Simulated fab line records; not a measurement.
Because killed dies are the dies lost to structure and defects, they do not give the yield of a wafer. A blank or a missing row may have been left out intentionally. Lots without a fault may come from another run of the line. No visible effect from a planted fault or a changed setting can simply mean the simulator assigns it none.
Which of the tools did it? | flow n5 finfet | 12 lots (36 wafers sampled), 1 step of a 1938-step route

== WHAT THE GAUGES SHOWED, per wafer ==
N5_BEOL_M14_CD_MEAS_17 targets a cd of 250 nm.
lot  | measured     | on        | cd nm (nm)
L077 | day 11 13:41 | cd sem-01 | 256.2 248.2 256.9
L074 | day 12 01:43 | cd sem-03 | 249.1 248.1 251.7
L078 | day 12 09:53 | cd sem-02 | 250.3 252.5 249.1
L081 | day 12 16:50 | cd sem-03 | 251.2 252.0 247.4
L083 | day 13 16:05 | cd sem-03 | 251.2 250.5 251.7
L086 | day 14 06:23 | cd sem-03 | 252.8 252.8 252.6
L087 | day 14 14:08 | cd sem-01 | 248.3 252.2 249.8
L088 | day 14 21:37 | cd sem-01 | 252.7 249.2 251.3
L090 | day 15 13:42 | cd sem-01 | 252.1 252.5 251.6
L094 | day 15 20:06 | cd sem-03 | 249.2 253.2 249.4
L095 | day 16 04:38 | cd sem-03 | 252.0 246.8 248.3
L096 | day 16 21:35 | cd sem-03 | 252.4 252.7 253.6

== TOOL THAT RAN EACH LOT (tool first, then ch and the chambers of the sampled wafers, then the start) ==
The record holds no process step before these readings.

== THE ANSWER, worked out from the rows above alone ==
Rule: the lots themselves supply what counts as usual. Put in order of their means at a reading, lots are off if they are a third of the lots or fewer, leave a main group of 4 or more, and stand apart from it by a gap of 3 or more times the standard deviation of the main group's means; of several such gaps the widest counts. The tables above print the reading to a certain number of digits; a main group whose means all agree to those digits is not used. Also off: a lot with no number at a reading for which 4 or more lots have one. Where the step has rows for the other lots, those lots are counted as sound.
No lot is off on any of the readings shown, so nothing can be concluded from this.

== WHAT WAS PUT IN BY THE SIMULATOR ==
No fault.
